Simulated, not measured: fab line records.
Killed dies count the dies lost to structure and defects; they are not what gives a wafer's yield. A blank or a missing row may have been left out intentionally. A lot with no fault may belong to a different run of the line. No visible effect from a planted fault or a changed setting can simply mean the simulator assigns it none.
Problem report in the 8D (eight disciplines) form, filled by code -- flow n5-finfet -- the parts of the form that need people (team, actions taken, sign-off) are left out

== 1. THE PROBLEM ==
Wafers without a fault read 153.2 s, standard deviation 0.33; run-length-s at N5_BEOL_M4_ETCH_70 reads a mean of 146.8 s on 4 wafers belonging to 3 lots. Measured from the usual mean, that is -19 standard deviations.
The step: etches SOC in N2/H2, target depth 80 nm, overetch 24 nm, time 130 s.
First observed at day 11 03:58: wafer L799.1, on rie-diel-06. The record has a number at this step for 20 wafers belonging to 7 lots. Rule for "out" (also "out of limits"): further than 4 standard deviations from the usual mean. The other wafers with a number count as sound.

== 2. WHAT IT IS, AND WHAT IT ISN'T ==
question,is,is not
which readings at this step,run-length-s,"drypump-motor-current-A, oes-product-au, rf-vpp-V, showerhead-plenum-p-Torr, throttle-valve-pct"
which lots,"L799, L802, L804","L796, L798, L808, L810"
which wafers of those lots,"L799.1, L799.3, L802.3, L804.1","L799.5, L802.2, L802.5, L804.6"
read on which tools,rie-diel-06,"rie-diel-02, rie-diel-05"
when,from day 11 03:58,"up to then (7 sound wafers); but 9 sound wafers of L802, L804, L808, L810 came after"

== 3. WHAT RULES OUT EACH SUSPECT ==
Counting: if a tool at a process step up to the reading ran every lot that is out, it stays a suspect. Sound lots after the first of them don't rule it out here, since some wafers of a struck lot are sound.
- rie-diel-06 at N5_BEOL_M4_ETCHBACK_99 (etches SiO2 in CHF3, target depth 5 nm, time 10.4 s): kept. It processed each lot that is out (first: L799, day 11 03:56); up to then, its last sound lot is L798 (day 10 23:37).
- rie-diel-06 at N5_BEOL_M4_ETCH_70 (etches SOC in N2/H2, target depth 80 nm, overetch 24 nm, time 130 s): kept. It processed each lot that is out (first: L799, day 11 03:58); up to then, its last sound lot is L798 (day 10 23:38). Its own run-length-s readings are out on those wafers.
- Within rie-diel-06 at N5_BEOL_M4_ETCHBACK_99: the wafers that are out ran in chambers 0, 1, 2; their sound lot-mates ran in chamber 3.
- Within rie-diel-06 at N5_BEOL_M4_ETCH_70: the wafers that are out ran in chambers 0, 1, 2; their sound lot-mates ran in chamber 3.
What counting leaves: rie-diel-06 at N5_BEOL_M4_ETCHBACK_99 and rie-diel-06 at N5_BEOL_M4_ETCH_70.

== 4. THE CAUSE (what the simulator had put in) ==
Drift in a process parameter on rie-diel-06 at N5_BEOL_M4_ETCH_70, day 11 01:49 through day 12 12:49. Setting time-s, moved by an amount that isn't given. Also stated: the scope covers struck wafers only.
Counting leaves 2 suspects; this tool is one of them.

== 5. THE CHAIN OF EFFECTS, in route order ==
One row per reading whose mean, taken over the struck wafers that have a number, lies over 3 standard deviations from the usual. Only readings whose record carries a usual standard deviation are examined. hours: median over the lots of the time between each lot's start at the first step of this table that gives one and its start at this step. sigmas: the change, counted in usual standard deviations.
hours,step,reading,usual,on struck wafers,change,sigmas
0,N5_BEOL_M4_ETCH_70,run-length-s,153.2 s,146.8,-6.3,-19
Process steps it contains:
- N5_BEOL_M4_ETCH_70: etches SOC in N2/H2, target depth 80 nm, overetch 24 nm, time 130 s.
Later steps that measure or inspect, where all struck wafers having a row at the step show a number for every such reading and not one has moved that far: N5_BEOL_M4_RC_MEAS_101.

== 6. HOW IT WOULD HAVE BEEN CAUGHT EARLIER ==
In this record the first reading out of limits was taken at day 11 03:58, 2 hours after the fault began at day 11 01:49.
